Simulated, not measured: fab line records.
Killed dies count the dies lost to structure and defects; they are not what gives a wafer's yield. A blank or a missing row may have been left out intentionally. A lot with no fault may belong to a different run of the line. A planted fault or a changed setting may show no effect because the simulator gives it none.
Chamber matching || flow n5-finfet || 4 sister chambers for N5_BEOL_M1_STRIP_36 on rie-diel-06
The step strips in N2/H2. 20 wafers are shown with their chamber, then 10 later ones without.

EACH WAFER AND ITS CHAMBER
{"wafer": "L075.2", "chamber": 0, "drypump-motor-current-A (A)": 6.2, "showerhead-plenum-p-Torr (Torr)": 2.56, "oes-product-au (a.u.)": 0.79}
{"wafer": "L075.3", "chamber": 1, "drypump-motor-current-A (A)": 6.0, "showerhead-plenum-p-Torr (Torr)": 2.48, "oes-product-au (a.u.)": 0.67}
{"wafer": "L075.5", "chamber": 2, "drypump-motor-current-A (A)": 4.9, "showerhead-plenum-p-Torr (Torr)": 2.51, "oes-product-au (a.u.)": 0.72}
{"wafer": "L077.1", "chamber": 3, "drypump-motor-current-A (A)": 6.8, "showerhead-plenum-p-Torr (Torr)": 2.42, "oes-product-au (a.u.)": 0.69}
{"wafer": "L077.4", "chamber": 2, "drypump-motor-current-A (A)": 4.9, "showerhead-plenum-p-Torr (Torr)": 2.51, "oes-product-au (a.u.)": 0.72}
{"wafer": "L077.5", "chamber": 2, "drypump-motor-current-A (A)": 4.9, "showerhead-plenum-p-Torr (Torr)": 2.51, "oes-product-au (a.u.)": 0.72}
{"wafer": "L079.1", "chamber": 0, "drypump-motor-current-A (A)": 6.1, "showerhead-plenum-p-Torr (Torr)": 2.55, "oes-product-au (a.u.)": 0.79}
{"wafer": "L079.2", "chamber": 3, "drypump-motor-current-A (A)": 6.8, "showerhead-plenum-p-Torr (Torr)": 2.41, "oes-product-au (a.u.)": 0.69}
{"wafer": "L079.3", "chamber": 2, "drypump-motor-current-A (A)": 4.9, "showerhead-plenum-p-Torr (Torr)": 2.51, "oes-product-au (a.u.)": 0.71}
{"wafer": "L080.2", "chamber": 3, "drypump-motor-current-A (A)": 6.8, "showerhead-plenum-p-Torr (Torr)": 2.41, "oes-product-au (a.u.)": 0.69}
{"wafer": "L080.5", "chamber": 3, "drypump-motor-current-A (A)": 6.8, "showerhead-plenum-p-Torr (Torr)": 2.41, "oes-product-au (a.u.)": 0.69}
{"wafer": "L080.6", "chamber": 2, "drypump-motor-current-A (A)": 4.9, "showerhead-plenum-p-Torr (Torr)": 2.51, "oes-product-au (a.u.)": 0.70}
{"wafer": "L083.1", "chamber": 3, "drypump-motor-current-A (A)": 6.8, "showerhead-plenum-p-Torr (Torr)": 2.41, "oes-product-au (a.u.)": 0.68}
{"wafer": "L083.3", "chamber": 0, "drypump-motor-current-A (A)": 6.1, "showerhead-plenum-p-Torr (Torr)": 2.55, "oes-product-au (a.u.)": 0.78}
{"wafer": "L083.4", "chamber": 2, "drypump-motor-current-A (A)": 4.9, "showerhead-plenum-p-Torr (Torr)": 2.50, "oes-product-au (a.u.)": 0.70}
{"wafer": "L085.3", "chamber": 3, "drypump-motor-current-A (A)": 6.8, "showerhead-plenum-p-Torr (Torr)": 2.41, "oes-product-au (a.u.)": 0.68}
{"wafer": "L085.5", "chamber": 2, "drypump-motor-current-A (A)": 4.9, "showerhead-plenum-p-Torr (Torr)": 2.50, "oes-product-au (a.u.)": 0.69}
{"wafer": "L085.6", "chamber": 3, "drypump-motor-current-A (A)": 6.8, "showerhead-plenum-p-Torr (Torr)": 2.41, "oes-product-au (a.u.)": 0.68}
{"wafer": "L086.4", "chamber": 2, "drypump-motor-current-A (A)": 4.9, "showerhead-plenum-p-Torr (Torr)": 2.50, "oes-product-au (a.u.)": 0.70}
{"wafer": "L086.5", "chamber": 3, "drypump-motor-current-A (A)": 6.8, "showerhead-plenum-p-Torr (Torr)": 2.41, "oes-product-au (a.u.)": 0.67}

SIGNATURES (averages over the wafers above)
{"reading": "drypump-motor-current-A", "chamber 0": 6.133, "chamber 1": 6.000, "chamber 2": 4.900, "chamber 3": 6.800, "scatter within a chamber": 0.0204}
{"reading": "showerhead-plenum-p-Torr", "chamber 0": 2.5533, "chamber 1": 2.4800, "chamber 2": 2.5062, "chamber 3": 2.4112, "scatter within a chamber": 0.00462}
{"reading": "oes-product-au", "chamber 0": 0.7867, "chamber 1": 0.6700, "chamber 2": 0.7075, "chamber 3": 0.6837, "scatter within a chamber": 0.00937}
Rule: distance of a wafer from a chamber = root of the sum over the readings of ((wafer's reading minus chamber's mean) / reading's scatter) squared. The wafer belongs to the nearest chamber; if the next one is less than 2 further off, it can't be placed. The scatter is the square root of a quotient: the sum, over the shown wafers, of each reading's squared deviation from its chamber's mean, divided by wafers minus chambers.

WAFERS WITHOUT THEIR CHAMBER
{"wafer": "L086.6", "drypump-motor-current-A (A)": 6.1, "showerhead-plenum-p-Torr (Torr)": 2.55, "oes-product-au (a.u.)": 0.77}
{"wafer": "L088.2", "drypump-motor-current-A (A)": 6.8, "showerhead-plenum-p-Torr (Torr)": 2.40, "oes-product-au (a.u.)": 0.66}
{"wafer": "L088.4", "drypump-motor-current-A (A)": 6.1, "showerhead-plenum-p-Torr (Torr)": 2.54, "oes-product-au (a.u.)": 0.77}
{"wafer": "L088.6", "drypump-motor-current-A (A)": 4.9, "showerhead-plenum-p-Torr (Torr)": 2.50, "oes-product-au (a.u.)": 0.70}
{"wafer": "L092.3", "drypump-motor-current-A (A)": 6.8, "showerhead-plenum-p-Torr (Torr)": 2.40, "oes-product-au (a.u.)": 0.67}
{"wafer": "L092.4", "drypump-motor-current-A (A)": 6.1, "showerhead-plenum-p-Torr (Torr)": 2.54, "oes-product-au (a.u.)": 0.76}
{"wafer": "L092.5", "drypump-motor-current-A (A)": 6.0, "showerhead-plenum-p-Torr (Torr)": 2.47, "oes-product-au (a.u.)": 0.95}
{"wafer": "L097.3", "drypump-motor-current-A (A)": 6.0, "showerhead-plenum-p-Torr (Torr)": 2.47, "oes-product-au (a.u.)": 0.91}
{"wafer": "L097.5", "drypump-motor-current-A (A)": 6.8, "showerhead-plenum-p-Torr (Torr)": 2.72, "oes-product-au (a.u.)": 0.97}
{"wafer": "L097.6", "drypump-motor-current-A (A)": 4.9, "showerhead-plenum-p-Torr (Torr)": 2.49, "oes-product-au (a.u.)": 0.68}

EACH ONE'S CHAMBER
{"wafer": "L086.6", "from the rows above": 0, "in truth": 0}
{"wafer": "L088.2", "from the rows above": 3, "in truth": 3}
{"wafer": "L088.4", "from the rows above": 0, "in truth": 0}
{"wafer": "L088.6", "from the rows above": 2, "in truth": 2}
{"wafer": "L092.3", "from the rows above": 3, "in truth": 3}
{"wafer": "L092.4", "from the rows above": 0, "in truth": 0}
{"wafer": "L092.5", "from the rows above": 0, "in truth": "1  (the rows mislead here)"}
{"wafer": "L097.3", "from the rows above": 0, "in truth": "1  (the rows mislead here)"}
{"wafer": "L097.5", "from the rows above": 0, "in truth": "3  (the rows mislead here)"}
{"wafer": "L097.6", "from the rows above": 2, "in truth": 2}
Placed correctly: 7 of 10. Not placeable from these rows: 0. Wrongly placed: 3.
